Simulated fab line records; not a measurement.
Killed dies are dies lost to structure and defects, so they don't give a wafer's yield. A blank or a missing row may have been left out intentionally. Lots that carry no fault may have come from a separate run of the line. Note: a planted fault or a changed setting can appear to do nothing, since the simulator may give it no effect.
Which tool did it? :: flow nand_harc :: Sampling: 15 lots, 45 wafers, 3 of 1302 route steps

WHAT THE GAUGES SHOWED, per wafer
NHARC_A_ONON_D1_THK_MEAS_08: measures by ellipsometry. Usual: 998 nm for thk_nm, sd 8.3.
lot: L613
measured: day 7 16:48
on: film_metro-01
thk_nm (nm): 1008 1010 1010
flag: 

lot: L614
measured: day 8 11:13
on: film_metro-02
thk_nm (nm): 1011 1011 1009
flag: 

lot: L616
measured: day 8 23:27
on: film_metro-02
thk_nm (nm): 1011 1008 1008
flag: 

lot: L617
measured: day 9 10:29
on: film_metro-01
thk_nm (nm): 1009 1009 1009
flag: 

lot: L618
measured: day 9 17:46
on: film_metro-01
thk_nm (nm): 991 988 989
flag: 

lot: L619
measured: day 10 02:26
on: film_metro-02
thk_nm (nm): 990 988 991
flag: 

lot: L620
measured: day 10 21:28
on: film_metro-02
thk_nm (nm): 1003 1001 1001
flag: 

lot: L624
measured: day 12 04:58
on: film_metro-01
thk_nm (nm): 999 999 998
flag: 

lot: L626
measured: day 13 04:34
on: film_metro-01
thk_nm (nm): 996 997 998
flag: 

lot: L627
measured: day 13 22:52
on: film_metro-02
thk_nm (nm): 986 988 984
flag: 

lot: L631
measured: day 15 01:59
on: film_metro-01
thk_nm (nm): 1000 1001 1000
flag: 

lot: L632
measured: day 15 11:53
on: film_metro-02
thk_nm (nm): 990 989 989
flag: 

lot: L633
measured: day 16 05:52
on: film_metro-02
thk_nm (nm): 984 982 984
flag: 

lot: L634
measured: day 16 14:47
on: film_metro-01
thk_nm (nm): 996 996 995
flag: 

lot: L635
measured: day 17 07:36
on: film_metro-01
thk_nm (nm): 994 996 995
flag: 

NHARC_A_ONON_D1_THK_MEAS_18: measures by ellipsometry. Usual: 998 nm for thk_nm, sd 8.2.
lot: L613
measured: day 8 02:02
on: film_metro-02
thk_nm (nm): 1006 1008 1007
flag: 

lot: L614
measured: day 8 20:55
on: film_metro-02
thk_nm (nm): 988 989 989
flag: 

lot: L616
measured: day 9 10:36
on: film_metro-02
thk_nm (nm): 979 981 978
flag: 

lot: L617
measured: day 9 20:41
on: film_metro-01
thk_nm (nm): 996 994 994
flag: 

lot: L618
measured: day 10 02:38
on: film_metro-01
thk_nm (nm): 997 998 998
flag: 

lot: L619
measured: day 10 11:34
on: film_metro-02
thk_nm (nm): 989 989 990
flag: 

lot: L620
measured: day 11 09:58
on: film_metro-01
thk_nm (nm): 1009 1009 1007
flag: 

lot: L624
measured: day 12 13:55
on: film_metro-01
thk_nm (nm): 998 999 999
flag: 

lot: L626
measured: day 13 15:14
on: film_metro-01
thk_nm (nm): 1008 1007 1008
flag: 

lot: L627
measured: day 14 08:54
on: film_metro-02
thk_nm (nm): 992 993 991
flag: 

lot: L631
measured: day 15 11:59
on: film_metro-02
thk_nm (nm): 1003 1005 1003
flag: 

lot: L632
measured: day 15 23:35
on: film_metro-01
thk_nm (nm): 994 994 996
flag: 

lot: L633
measured: day 16 16:35
on: film_metro-01
thk_nm (nm): 1006 1005 1007
flag: 

lot: L634
measured: day 16 23:42
on: film_metro-01
thk_nm (nm): 985 985 985
flag: 

lot: L635
measured: day 17 20:11
on: film_metro-01
thk_nm (nm): 984 986 985
flag: 

NHARC_A_ONON_D1_THK_MEAS_24: measures by ellipsometry. Usual: 998 nm for thk_nm, sd 9.
lot: L613
measured: day 8 03:10
on: film_metro-02
thk_nm (nm): 982 982 982
flag: 

lot: L614
measured: day 8 22:20
on: film_metro-01
thk_nm (nm): 994 993 993
flag: 

lot: L616
measured: day 9 11:44
on: film_metro-02
thk_nm (nm): 983 982 983
flag: 

lot: L617
measured: day 9 21:50
on: film_metro-02
thk_nm (nm): 1006 1006 1004
flag: 

lot: L618
measured: day 10 03:46
on: film_metro-01
thk_nm (nm): 990 989 990
flag: 

lot: L619
measured: day 10 12:42
on: film_metro-01
thk_nm (nm): 1021 1021 1021
flag: 

lot: L620
measured: day 11 11:06
on: film_metro-01
thk_nm (nm): 1000 997 1000
flag: 

lot: L624
measured: day 12 15:04
on: film_metro-01
thk_nm (nm): 991 991 992
flag: 

lot: L626
measured: day 13 16:22
on: film_metro-01
thk_nm (nm): 1009 1010 1009
flag: 

lot: L627
measured: day 14 10:10
on: film_metro-01
thk_nm (nm): 998 997 997
flag: 

lot: L631
measured: day 15 13:07
on: film_metro-02
thk_nm (nm): 994 993 994
flag: 

lot: L632
measured: day 16 00:43
on: film_metro-02
thk_nm (nm): 989 990 988
flag: 

lot: L633
measured: day 16 17:44
on: film_metro-01
thk_nm (nm): 1000 1003 1001
flag: 

lot: L634
measured: day 17 00:50
on: film_metro-01
thk_nm (nm): 989 990 987
flag: 

lot: L635
measured: day 17 21:19
on: film_metro-02
thk_nm (nm): 999 998 999
flag: 

TOOL THAT RAN EACH LOT (tool first, then ch and the chambers of the sampled wafers, then the start)
There is no process step in the record ahead of these readings.

AS READ BY THE TOOLS THEMSELVES (means over the sampled wafers that have a number; for cases with no such wafer, the mark the record gives instead)
The record holds no such reading with a usual standard deviation.

THE ANSWER, worked out from the rows above alone
Rule: a lot counts as off when the mean over its wafers that have a number is more than 3 standard deviations away from the usual mean. Also off: a lot with no number at a reading for which 4 or more lots have one. Any other lot the step has rows for is counted as sound. First the gauges in route order, then the tools' own readings, where a lot's mean is used as printed above. The first step at which some lot is off is used, and at that step the reading that is off furthest; a lot without a number counts as furthest.
Nothing can be told from this: no lot is off at any reading shown.

WHAT THE SIMULATOR PUT IN
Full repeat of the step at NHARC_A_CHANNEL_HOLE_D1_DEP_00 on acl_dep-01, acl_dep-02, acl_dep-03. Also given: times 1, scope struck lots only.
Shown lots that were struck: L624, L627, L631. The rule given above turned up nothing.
